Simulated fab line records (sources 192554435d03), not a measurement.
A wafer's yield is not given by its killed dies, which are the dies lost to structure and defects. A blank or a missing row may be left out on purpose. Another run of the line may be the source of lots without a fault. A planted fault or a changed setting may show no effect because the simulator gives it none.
Matching of chambers -- flow n5-finfet -- 4 sister chambers for N5_DUMMY_GATE_STRIP_41 on rie-diel-01
The step strips in O2. 8 wafers are shown with their chamber, then 9 later ones without.

== EACH WAFER AND ITS CHAMBER ==
wafer,chamber,drypump-motor-current-A (A),showerhead-plenum-p-Torr (Torr)
L075.4,1,5.8,1.98
L075.5,1,5.8,1.98
L078.6,2,6.4,2.18
L082.1,3,4.9,2.15
L082.6,0,6.0,2.17
L084.3,0,6.0,2.16
L084.5,3,4.9,2.15
L084.6,2,6.3,2.17

== WAFERS MISSING THEIR CHAMBER ==
wafer,drypump-motor-current-A (A),showerhead-plenum-p-Torr (Torr)
L085.2,6.0,2.16
L085.4,6.3,2.17
L085.6,5.8,2.24
L088.2,6.4,2.17
L088.3,5.8,2.23
L088.5,6.4,2.17
L092.1,4.9,2.15
L092.4,6.0,2.16
L092.6,4.8,2.15

== WHICH CHAMBER EACH WENT THROUGH ==
wafer,from the rows above,in truth
L085.2,0,0
L085.4,2,2
L085.6,0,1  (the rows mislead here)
L088.2,2,2
L088.3,0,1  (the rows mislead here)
L088.5,2,2
L092.1,3,3
L092.4,0,0
L092.6,3,3
Correctly placed: 7 of 9. Left unplaced by these rows: 0. Number placed wrongly: 2.
How it was worked out, from the rows above alone: a wafer's distance from a chamber is the root of the sum, over the readings, of the square of ((its reading less the chamber's mean) divided by the reading's scatter). If the next closest chamber is less than 2 further off than the closest, the wafer can't be placed; otherwise it belongs to the closest. The mean given for a chamber averages the wafers shown for that chamber. The scatter: the root of (the sum of the squares of (reading less its chamber's mean) over the shown wafers, divided by (wafers less chambers)).
